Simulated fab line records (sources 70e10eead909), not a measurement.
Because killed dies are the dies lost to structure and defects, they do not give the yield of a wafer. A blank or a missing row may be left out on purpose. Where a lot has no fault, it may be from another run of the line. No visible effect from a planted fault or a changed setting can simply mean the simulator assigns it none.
2 desks, one fault / flow nand harc / what lay behind the numbers comes last; until then each desk has only its own

## METROLOGY DESK
What the gauges read for every lot (on any tool): the sampled wafers with a number, averaged. Any lot whose mean is over 4 standard deviations away from the usual mean is out of limits and marked OUT; that distance is given in the brackets.
Columns: A = cd nm at NHARC_P_GATE_CD_MEAS_91, usual 2000.2 nm
lot=L249; first seen here=day 5 17:11; A=2002.1
lot=L251; first seen here=day 6 21:07; A=2000.0
lot=L252; first seen here=day 6 23:45; A=1999.3
lot=L253; first seen here=day 7 05:34; A=2000.4
lot=L256; first seen here=day 8 12:13; A=1997.8
lot=L257; first seen here=day 8 23:28; A=2002.0
lot=L258; first seen here=day 9 12:52; A=2002.4
lot=L264; first seen here=day 11 21:34; A=2002.1
lot=L269; first seen here=day 14 01:01; A=2001.6
lot=L268; first seen here=day 14 02:02; A=2000.2
lot=L270; first seen here=day 14 22:01; A=1999.7
lot=L271; first seen here=day 15 03:06; A=1997.7
lot=L272; first seen here=day 15 16:28; A=2000.7
This desk's verdict: no lot among the 13 shows anything out of limits.

## TOOL OWNER'S DESK, rie diel-12
The tool's own readings at NHARC_P_CONTACT_ETCH_31 (etches the open film in CH3F/O2, target depth 30 nm, time 85.7 s): means of the sampled wafers that have a number, for each lot that ran on this tool. Any lot whose mean is over 4 standard deviations away from the usual mean is out of limits and marked OUT; that distance is given in the brackets.
Columns: A = drypump motor current A at NHARC_P_CONTACT_ETCH_31, usual 5.8 A; B = oes product au at NHARC_P_CONTACT_ETCH_31, usual 0.979 a.u.; C = rf vpp V at NHARC_P_CONTACT_ETCH_31, usual 244.9 V; D = run length s at NHARC_P_CONTACT_ETCH_31, usual 107.1 s; E = showerhead plenum p Torr at NHARC_P_CONTACT_ETCH_31, usual 2.50 Torr; F = throttle valve pct at NHARC_P_CONTACT_ETCH_31, usual 20.664 %
lot=L249; first seen here=day 5 22:47; A=5.6; B=0.974; C=244.7; D=107.1; E=2.48; F=20.670
lot=L251; first seen here=day 7 02:45; A=5.6; B=0.968; C=244.3; D=107.5; E=2.48; F=20.667
lot=L256; first seen here=day 8 17:53; A=6.2; B=0.986; C=244.1; D=106.8; E=2.50; F=20.657
lot=L257; first seen here=day 9 04:58; A=6.0; B=0.989; C=244.2; D=94.4 (-30) OUT; E=2.44; F=20.661
lot=L258; first seen here=day 9 18:27; A=5.7; B=0.974; C=244.0; D=94.5 (-29) OUT; E=2.43; F=20.662
lot=L269; first seen here=day 14 06:45; A=6.3; B=0.984; C=243.0; D=107.0; E=2.40; F=20.666
lot=L270; first seen here=day 15 03:29; A=6.1; B=0.969; C=244.0; D=107.2; E=2.44; F=20.662
lot=L271; first seen here=day 15 08:43; A=6.0; B=0.988; C=245.3; D=107.1; E=2.48; F=20.671
This desk finds L257, L258 out of limits, L257 being first, at day 9 04:58 (run length s at NHARC_P_CONTACT_ETCH_31). L249, L251, L256, L269, L270, L271 stayed within limits.

## BROUGHT TOGETHER
The tool owner's desk could have raised an alarm at day 9 04:58, on L257, L258.
At the metrology desk, nothing out of limits was observed.
The metrology desk has L257, L258 on record, within its limits.
NHARC_P_CONTACT_ETCH_31 was run on rie diel-12 by each of the lots named.

## WHAT HAD BEEN PUT IN BY THE SIMULATOR
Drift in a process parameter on rie diel-12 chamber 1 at NHARC_P_CONTACT_ETCH_31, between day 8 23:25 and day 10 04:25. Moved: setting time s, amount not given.
Shown lots that were struck: L257, L258.
How many hours passed from the start of the fault until each desk's first out-of-limits reading: the tool owner's desk, 6.
